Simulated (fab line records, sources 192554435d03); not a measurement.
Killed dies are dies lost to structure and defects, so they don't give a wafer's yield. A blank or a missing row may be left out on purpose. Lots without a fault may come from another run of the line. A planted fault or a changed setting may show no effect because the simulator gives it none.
Chamber matching | flow n5_finfet | N5_MOL_CONTACT_COAG_ALD_133 on ald_sin-03: 4 sister chambers
The step deposits SiO2, target thk 5 nm, pulse time 1 s, co reactant pulse time 1 s. 8 wafers are shown with their chamber, then 9 later ones without.

WAFERS WITH THEIR CHAMBER
wafer  | chamber | heater_power_w (W) | precursor_pulse_height_rel
L076.3 | 1       | 73                 | 1.002
L085.3 | 0       | 79                 | 0.981
L087.1 | 2       | 62                 | 0.973
L087.2 | 1       | 74                 | 1.029
L087.3 | 3       | 69                 | 0.998
L088.2 | 2       | 62                 | 1.040
L088.5 | 3       | 70                 | 0.987
L088.6 | 0       | 78                 | 0.979

WAFERS WITHOUT THEIR CHAMBER
wafer  | heater_power_w (W) | precursor_pulse_height_rel
L091.1 | 70                 | 1.027
L091.2 | 76                 | 0.985
L091.3 | 62                 | 0.970
L092.2 | 62                 | 1.012
L092.4 | 70                 | 0.988
L092.5 | 81                 | 0.993
L094.1 | 62                 | 0.954
L094.3 | 81                 | 1.020
L094.4 | 73                 | 1.034

WHICH CHAMBER EACH WENT THROUGH
wafer  | from the rows above     | in truth
L091.1 | 3                       | 3
L091.2 | can't be placed: 0 or 1 | 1
L091.3 | 2                       | 2
L092.2 | 2                       | 2
L092.4 | 3                       | 3
L092.5 | 0                       | 0
L094.1 | 2                       | 2
L094.3 | 0                       | 0
L094.4 | 1                       | 1
Placed correctly: 8 of 9. Can't be placed from these rows: 1 (the true chamber is among the candidates in 1). Placed wrongly: 0.
How it was worked out, from the rows above alone: a wafer's distance from a chamber is the root of the sum, over the readings, of the square of ((its reading less the chamber's mean) divided by the reading's scatter). The wafer belongs to the nearest chamber; if the next one is less than 2 further off, it can't be placed. A chamber's mean is the mean of its shown wafers. The scatter: the root of (the sum of the squares of (reading less its chamber's mean) over the shown wafers, divided by (wafers less chambers)).
